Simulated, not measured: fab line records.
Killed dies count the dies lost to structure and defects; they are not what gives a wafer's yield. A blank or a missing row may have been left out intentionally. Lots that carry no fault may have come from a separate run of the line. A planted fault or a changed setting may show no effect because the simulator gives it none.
Chamber matching || flow n5-finfet || N5_BEOL_M6_ETCH_61 on rie-diel-01 has 4 sister chambers
The step etches SiARC in CF4, target depth 45.5 nm, time 75.8 s. 4 wafers are shown with their chamber, then 8 later ones without.

## WAFERS PAIRED WITH THEIR CHAMBERS
{"wafer": "L085.1", "chamber": 1, "drypump-motor-current-A (A)": 6.4}
{"wafer": "L091.5", "chamber": 3, "drypump-motor-current-A (A)": 5.1}
{"wafer": "L091.6", "chamber": 0, "drypump-motor-current-A (A)": 6.2}
{"wafer": "L092.1", "chamber": 2, "drypump-motor-current-A (A)": 5.4}

## WAFERS WHOSE CHAMBER IS MISSING
{"wafer": "L092.2", "drypump-motor-current-A (A)": 5.1}
{"wafer": "L092.4", "drypump-motor-current-A (A)": 6.3}
{"wafer": "L094.1", "drypump-motor-current-A (A)": 6.2}
{"wafer": "L094.3", "drypump-motor-current-A (A)": 5.5}
{"wafer": "L094.4", "drypump-motor-current-A (A)": 5.4}
{"wafer": "L097.1", "drypump-motor-current-A (A)": 5.4}
{"wafer": "L097.5", "drypump-motor-current-A (A)": 5.4}
{"wafer": "L097.6", "drypump-motor-current-A (A)": 5.1}

## EACH ONE'S CHAMBER
{"wafer": "L092.2", "from the rows above": 3, "in truth": 3}
{"wafer": "L092.4", "from the rows above": "can't be placed: 0 or 1", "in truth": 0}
{"wafer": "L094.1", "from the rows above": 0, "in truth": 0}
{"wafer": "L094.3", "from the rows above": 2, "in truth": 2}
{"wafer": "L094.4", "from the rows above": 2, "in truth": 2}
{"wafer": "L097.1", "from the rows above": 2, "in truth": 2}
{"wafer": "L097.5", "from the rows above": 2, "in truth": 2}
{"wafer": "L097.6", "from the rows above": 3, "in truth": 3}
Correct placement for 7 of the 8. Can't be placed from these rows: 1 (the true chamber is among the candidates in 1). Number placed wrongly: 0.
How it was worked out, from the rows above alone: a wafer's distance from a chamber is the root of the sum, over the readings, of the square of ((its reading less the chamber's mean) divided by the reading's scatter). If the next closest chamber is less than 2 further off than the closest, the wafer can't be placed; otherwise it belongs to the closest. A chamber's mean is the mean of its shown wafers. The scatter: with one shown wafer a chamber, the root of the mean of the squares of how far each hidden wafer lies from its nearest shown one.
